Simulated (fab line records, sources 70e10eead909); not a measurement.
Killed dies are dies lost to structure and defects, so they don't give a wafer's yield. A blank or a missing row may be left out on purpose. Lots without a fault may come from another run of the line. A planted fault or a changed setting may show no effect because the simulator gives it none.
Problem report in the 8D (eight disciplines) form, filled by code | flow nand_harc | the parts of the form that need people (team, actions taken, sign-off) are left out

1. THE PROBLEM
killed_at_array at NHARC_END_SORT_01 reads a mean of 673 on 2 wafers of 2 lots; wafers without a fault read 58 with a standard deviation of 22. That is +28 standard deviations from the usual mean.
First seen on wafer L609.3, day 30 08:15, on prober-01. The record holds 6 wafers of 2 lots with a number at this step. Rule for "out", or "out of limits": more than 4 standard deviations from the usual mean. The other wafers with a number count as sound.

2. WHAT IT IS AND WHAT IT IS NOT
question                    | is                           | is not
which readings at this step | killed_at_array, killed_dies | killed_at_other, killed_at_periphery, killed_open, killed_short
which lots                  | L609, L610                   | -
which wafers of those lots  | L609.3, L610.4               | L609.2, L609.6, L610.5, L610.6
read on which gauges        | prober-01, prober-02         | -
when                        | from day 30 08:15            | up to then (1 sound wafer); but 3 sound wafers of L609, L610 came after

3. SUSPECTS, AND WHAT RULES EACH OUT
Counting: a tool at a process step up to the reading stays a suspect if it ran every lot that is out. Sound lots after the first of them don't rule it out here, since some wafers of a struck lot are sound.
- the gauge at NHARC_END_SORT_01: ruled out. The wafers that are out were read on 2 gauges (prober-01, prober-02).
- rie_diel-10 at NHARC_A_STAIRCASE_ETCHBACK_157 (etches the open film in CH3F/O2, target depth 90 nm, time 167.14 s): kept. It ran every lot that is out, first L610 (day 24 22:04). Its own readings are out on those wafers: run_length_s.
Left after counting: rie_diel-10 at NHARC_A_STAIRCASE_ETCHBACK_157.

4. THE CAUSE (what the simulator had put in)
Process parameter drift: rie_diel-10, from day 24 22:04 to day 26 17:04, at NHARC_A_STAIRCASE_ETCHBACK_157. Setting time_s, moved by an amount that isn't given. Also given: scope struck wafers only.
Counting left only this tool.

5. THE CHAIN OF EFFECTS, in route order
Each row: a reading whose mean over the struck wafers that have a number lies more than 3 standard deviations from the usual. Only readings for which the record gives a usual standard deviation are gone through. hours: the time from each lot's start at the first step in this table that gives one to its start at this step, as a median over the lots. sigmas: the change in usual standard deviations.
hours | step                           | reading         | usual   | on struck wafers | change | sigmas
0     | NHARC_A_STAIRCASE_ETCHBACK_157 | run_length_s    | 188.4 s | 138.8            | -49.7  | -90
131   | NHARC_END_SORT_01              | killed_at_array | 58      | 673              | +615   | +28
131   | NHARC_END_SORT_01              | killed_dies     | 64      | 677              | +613   | +28
The process steps in it:
- NHARC_A_STAIRCASE_ETCHBACK_157: etches the open film in CH3F/O2, target depth 90 nm, time 167.14 s.

6. WHAT WOULD HAVE CAUGHT IT SOONER
In this record the first reading out of limits at a measuring or inspecting step was taken at day 30 08:15, 130 hours after the fault began at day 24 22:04.
The tool's own readings at NHARC_A_STAIRCASE_ETCHBACK_157 were out on every struck wafer that the step has a row for (run_length_s): an alarm limit on them would have fired on the first of those.
All the lots that are out (2) had begun NHARC_A_STAIRCASE_ETCHBACK_157 on rie_diel-10 by day 30 08:15. A hold on the tool at that time would have spared none of them.
